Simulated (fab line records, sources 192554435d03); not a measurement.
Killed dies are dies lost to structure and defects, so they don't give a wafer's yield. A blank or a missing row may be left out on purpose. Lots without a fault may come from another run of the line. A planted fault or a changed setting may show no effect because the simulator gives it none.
Which tool did it? | flow n5_finfet | 24 lots, 72 wafers sampled, at 5 steps of a route of 1938

WHAT THE GAUGES READ, wafer by wafer
N5_MOL_CONTACT_COAG_THK_MEAS_29.
lot  | measured     | on            | MD_CAP_THK (nm)
L074 | day 5 05:35  | film_metro-02 | 17.93 17.90 17.90
L075 | day 5 15:04  | film_metro-02 | 18.05 18.09 18.16
L076 | day 5 18:22  | film_metro-01 | 17.94 17.86 17.89
L077 | day 5 20:43  | film_metro-01 | 17.90 17.86 17.79
L078 | day 6 03:22  | film_metro-01 | 17.85 17.96 17.94
L079 | day 6 10:17  | film_metro-01 | 17.88 17.79 17.94
L080 | day 6 14:02  | film_metro-02 | 17.83 17.95 17.93
L081 | day 6 19:35  | film_metro-01 | 17.89 17.96 17.96
L082 | day 7 00:41  | film_metro-02 | 17.92 17.99 18.04
L083 | day 7 08:37  | film_metro-01 | 17.72 17.85 17.86
L084 | day 7 16:39  | film_metro-01 | 18.21 18.22 18.01
L085 | day 7 17:11  | film_metro-01 | 17.90 17.96 18.04
L086 | day 7 22:31  | film_metro-01 | 18.17 17.88 18.00
L087 | day 8 09:34  | film_metro-01 | 17.90 17.94 17.83
L088 | day 8 14:28  | film_metro-01 | 17.70 17.73 17.76
L089 | day 8 19:12  | film_metro-02 | 17.92 17.89 17.98
L090 | day 9 05:35  | film_metro-01 | 18.05 17.90 18.04
L091 | day 9 07:18  | film_metro-01 | 17.98 17.99 18.19
L092 | day 9 13:07  | film_metro-02 | 17.81 17.93 17.86
L093 | day 9 19:02  | film_metro-02 | 17.92 17.89 17.91
L094 | day 10 09:58 | film_metro-01 | 17.90 18.01 17.91
L095 | day 10 10:43 | film_metro-01 | 17.85 17.80 17.90
L096 | day 10 15:06 | film_metro-01 | 17.93 18.06 17.91
L097 | day 10 20:58 | film_metro-02 | 17.81 17.89 17.80

N5_MOL_CONTACT_COAG_CD_MEAS_84: target cd 25.1 nm.
lot  | measured     | on        | cd_nm (nm)
L074 | day 5 06:56  | cd_sem-03 | 25.41 25.26 25.42
L075 | day 5 16:04  | cd_sem-01 | 24.90 25.19 24.84
L076 | day 5 19:14  | cd_sem-03 | 25.41 25.54 25.23
L077 | day 5 21:36  | cd_sem-01 | 25.13 25.15 25.20
L078 | day 6 04:15  | cd_sem-01 | 25.20 24.97 25.10
L079 | day 6 11:10  | cd_sem-03 | 25.28 25.11 25.31
L080 | day 6 15:02  | cd_sem-02 | 25.50 25.29 25.08
L081 | day 6 20:39  | cd_sem-02 | 25.45 25.13 25.44
L082 | day 7 01:42  | cd_sem-02 | 24.87 24.66 24.59
L083 | day 7 09:43  | cd_sem-03 | 25.07 25.25 25.20
L084 | day 7 17:33  | cd_sem-01 | 25.17 24.57 25.24
L085 | day 7 18:03  | cd_sem-02 | 25.50 25.55 25.08
L086 | day 7 23:32  | cd_sem-03 | 24.90 25.31 25.02
L087 | day 8 10:34  | cd_sem-01 | 24.95 25.70 25.11
L088 | day 8 15:29  | cd_sem-01 | 25.11 24.95 24.89
L089 | day 8 20:05  | cd_sem-01 | 24.80 25.17 25.09
L090 | day 9 06:35  | cd_sem-03 | 25.37 25.50 25.27
L091 | day 9 08:11  | cd_sem-03 | 25.27 24.97 24.83
L092 | day 9 14:10  | cd_sem-02 | 24.72 25.06 24.97
L093 | day 9 19:56  | cd_sem-02 | 25.25 25.10 24.79
L094 | day 10 11:22 | cd_sem-01 | 25.28 24.94 24.90
L095 | day 10 11:37 | cd_sem-03 | 24.61 24.77 24.71
L096 | day 10 16:07 | cd_sem-03 | 25.32 25.22 25.47
L097 | day 10 21:58 | cd_sem-02 | 25.26 24.74 25.36

WHICH TOOL RAN EACH LOT (tool, then ch and the chambers of the sampled wafers, then the start)
lot  | N5_MOL_CONTACT_COAG_ALD_20          | N5_MOL_CONTACT_COAG_SIL_ANNEAL_21 | N5_MOL_CONTACT_COAG_CO_FILL_22
L074 | ald_metal-03 ch 0,1, day 4 21:30    | rtp_anneal-02 ch 0, day 4 21:56   | cvd_co-02 ch 0,1,2, day 4 22:22
L075 | ald_metal-03 ch 2,3, day 5 09:03    | rtp_anneal-02 ch 0, day 5 09:34   | cvd_co-01 ch 0,1,2, day 5 09:58
L076 | ald_metal-03 ch 0,1,2, day 5 10:15  | rtp_anneal-01 ch 0, day 5 11:05   | cvd_co-02 ch 0,1, day 5 12:15
L077 | ald_metal-01 ch 0,1, day 5 13:55    | rtp_anneal-02 ch 0, day 5 14:20   | cvd_co-01 ch 1,2, day 5 15:34
L078 | ald_metal-01 ch 0,2,3, day 5 19:49  | rtp_anneal-01 ch 0, day 5 20:12   | cvd_co-02 ch 0,1, day 5 21:40
L079 | ald_metal-03 ch 0,2,3, day 6 03:26  | rtp_anneal-01 ch 0, day 6 03:59   | cvd_co-01 ch 0,2, day 6 04:46
L080 | ald_metal-01 ch 0,2,3, day 6 07:05  | rtp_anneal-01 ch 0, day 6 07:29   | cvd_co-02 ch 0,1,2, day 6 08:19
L081 | ald_metal-04 ch 1,2, day 6 12:30    | rtp_anneal-01 ch 0, day 6 12:56   | cvd_co-01 ch 0,2, day 6 13:52
L082 | ald_metal-03 ch 0,2,3, day 6 18:51  | rtp_anneal-02 ch 0, day 6 19:17   | cvd_co-02 ch 0,1,2, day 6 19:55
L083 | ald_metal-03 ch 0,2,3, day 7 00:41  | rtp_anneal-01 ch 0, day 7 00:59   | cvd_co-02 ch 0,1,2, day 7 02:51
L084 | ald_metal-01 ch 0,1,2, day 7 08:56  | rtp_anneal-01 ch 0, day 7 09:23   | cvd_co-02 ch 0,1,2, day 7 10:12
L085 | ald_metal-04 ch 1,2,3, day 7 10:18  | rtp_anneal-02 ch 0, day 7 10:43   | cvd_co-02 ch 1,2, day 7 11:49
L086 | ald_metal-03 ch 0,2,3, day 7 14:41  | rtp_anneal-01 ch 0, day 7 15:03   | cvd_co-01 ch 0,1, day 7 17:59
L087 | ald_metal-01 ch 0,2, day 8 00:23    | rtp_anneal-02 ch 0, day 8 00:46   | cvd_co-02 ch 0,1,2, day 8 04:39
L088 | ald_metal-03 ch 0,2,3, day 8 06:07  | rtp_anneal-02 ch 0, day 8 06:44   | cvd_co-02 ch 0,1, day 8 07:08
L089 | ald_metal-03 ch 1,2,3, day 8 11:29  | rtp_anneal-02 ch 0, day 8 12:07   | cvd_co-02 ch 0,1,2, day 8 13:55
L090 | ald_metal-03 ch 1,3, day 8 22:30    | rtp_anneal-02 ch 0, day 8 22:53   | cvd_co-01 ch 0, day 9 00:04
L091 | ald_metal-03 ch 1,2,3, day 8 23:23  | rtp_anneal-01 ch 0, day 8 23:53   | cvd_co-02 ch 1,2, day 9 02:17
L092 | ald_metal-03 ch 1,3, day 9 06:42    | rtp_anneal-02 ch 0, day 9 07:06   | cvd_co-01 ch 0,1, day 9 07:48
L093 | ald_metal-03 ch 2,3, day 9 12:27    | rtp_anneal-02 ch 0, day 9 12:51   | cvd_co-02 ch 0,1,2, day 9 13:22
L094 | ald_metal-03 ch 1,2,3, day 10 01:11 | rtp_anneal-01 ch 0, day 10 01:33  | cvd_co-01 ch 0,2, day 10 03:38
L095 | ald_metal-04 ch 0,1,2, day 10 01:17 | rtp_anneal-01 ch 0, day 10 01:44  | cvd_co-02 ch 0,1,2, day 10 03:48
L096 | ald_metal-01 ch 1,2,3, day 10 06:40 | rtp_anneal-02 ch 0, day 10 07:08  | cvd_co-01 ch 0,1,2, day 10 07:59
L097 | ald_metal-03 ch 0,2, day 10 12:34   | rtp_anneal-01 ch 0, day 10 12:58  | cvd_co-01 ch 1,2, day 10 15:55
- N5_MOL_CONTACT_COAG_ALD_20: deposits TiN, target thk 1.5 nm, pulse time 1 s, purge time 3 s.
- N5_MOL_CONTACT_COAG_SIL_ANNEAL_21: time 60 s.
- N5_MOL_CONTACT_COAG_CO_FILL_22: material Co, precursor CCTBA/H2, target thk 20 nm.

WHAT THE TOOLS THEMSELVES READ (means of the sampled wafers that have a number; where no wafer has one, the mark that the record gives instead)
N5_MOL_CONTACT_COAG_ALD_20.
lot  | tool         | heater_power_w (W) | precursor_pulse_height_rel
L074 | ald_metal-03 | 966                | 0.985
L075 | ald_metal-03 | 887                | 1.002
L076 | ald_metal-03 | 878                | 1.020
L077 | ald_metal-01 | 822                | 0.999
L078 | ald_metal-01 | 832                | 1.008
L079 | ald_metal-03 | 866                | 0.993
L080 | ald_metal-01 | 821                | 1.007
L081 | ald_metal-04 | 787                | 1.004
L082 | ald_metal-03 | 878                | 1.000
L083 | ald_metal-03 | 870                | 1.011
L084 | ald_metal-01 | 794                | 0.995
L085 | ald_metal-04 | 861                | 0.993
L086 | ald_metal-03 | 861                | 1.006
L087 | ald_metal-01 | 808                | 0.996
L088 | ald_metal-03 | 885                | 1.013
L089 | ald_metal-03 | 902                | 0.999
L090 | ald_metal-03 | 975                | 0.998
L091 | ald_metal-03 | 898                | 0.997
L092 | ald_metal-03 | 949                | 0.969
L093 | ald_metal-03 | 886                | 0.975
L094 | ald_metal-03 | 900                | 0.992
L095 | ald_metal-04 | 861                | 1.011
L096 | ald_metal-01 | 806                | 0.989
L097 | ald_metal-03 | 835                | 0.990

N5_MOL_CONTACT_COAG_SIL_ANNEAL_21.
lot  | tool          | lamp_power_pct (%) | lamp_zone_4_pct (%) | wafer_temp_C_max
L074 | rtp_anneal-02 | 5.71               | 5.70                | 552.0
L075 | rtp_anneal-02 | 5.70               | 5.71                | 551.9
L076 | rtp_anneal-01 | 6.20               | 6.19                | 552.4
L077 | rtp_anneal-02 | 5.70               | 5.71                | 551.9
L078 | rtp_anneal-01 | 6.19               | 6.19                | 552.8
L079 | rtp_anneal-01 | 6.19               | 6.19                | 551.8
L080 | rtp_anneal-01 | 6.20               | 6.20                | 552.7
L081 | rtp_anneal-01 | 6.19               | 6.20                | 553.0
L082 | rtp_anneal-02 | 5.71               | 5.70                | 551.9
L083 | rtp_anneal-01 | 6.20               | 6.19                | 552.9
L084 | rtp_anneal-01 | 6.19               | 6.20                | 552.4
L085 | rtp_anneal-02 | 5.71               | 5.71                | 551.9
L086 | rtp_anneal-01 | 6.19               | 6.20                | 552.5
L087 | rtp_anneal-02 | 5.70               | 5.71                | 552.2
L088 | rtp_anneal-02 | 5.70               | 5.70                | 552.0
L089 | rtp_anneal-02 | 5.71               | 5.70                | 552.2
L090 | rtp_anneal-02 | 5.70               | 5.71                | 551.7
L091 | rtp_anneal-01 | 6.20               | 6.20                | 552.6
L092 | rtp_anneal-02 | 5.71               | 5.70                | 551.9
L093 | rtp_anneal-02 | 5.70               | 5.71                | 551.6
L094 | rtp_anneal-01 | 6.19               | 6.19                | 552.4
L095 | rtp_anneal-01 | 6.20               | 6.20                | 552.8
L096 | rtp_anneal-02 | 5.70               | 5.70                | 551.8
L097 | rtp_anneal-01 | 6.19               | 6.19                | 552.6

N5_MOL_CONTACT_COAG_CO_FILL_22.
lot  | tool      | heater_power_w (W)
L074 | cvd_co-02 | 249
L075 | cvd_co-01 | 215
L076 | cvd_co-02 | 261
L077 | cvd_co-01 | 220
L078 | cvd_co-02 | 260
L079 | cvd_co-01 | 213
L080 | cvd_co-02 | 251
L081 | cvd_co-01 | 217
L082 | cvd_co-02 | 254
L083 | cvd_co-02 | 252
L084 | cvd_co-02 | 252
L085 | cvd_co-02 | 249
L086 | cvd_co-01 | 213
L087 | cvd_co-02 | 254
L088 | cvd_co-02 | 259
L089 | cvd_co-02 | 253
L090 | cvd_co-01 | 207
L091 | cvd_co-02 | 243
L092 | cvd_co-01 | 217
L093 | cvd_co-02 | 252
L094 | cvd_co-01 | 213
L095 | cvd_co-02 | 251
L096 | cvd_co-01 | 222
L097 | cvd_co-01 | 224

THE ANSWER, worked out from the rows above alone
Rule: what is usual is taken from the lots themselves. Put in order of their means at a reading, lots are off if they are a third of the lots or fewer, leave a main group of 4 or more, and stand apart from it by a gap of 3 or more times the standard deviation of the main group's means; of several such gaps the widest counts. A main group whose means are all the same, to the digits that the tables above print for the reading, isn't used. A lot without any number at a reading at which 4 lots or more have one is off too. The other lots that the step has rows for count as sound. The gauges are gone through in route order, then the tools' own readings, and for those a lot's mean is taken as printed above. The first step at which some lot is off is used, and at that step the reading that is off furthest; a lot without a number counts as furthest.
No lot is off at any reading shown: from this, nothing can be told.

WHAT THE SIMULATOR HAD PUT IN
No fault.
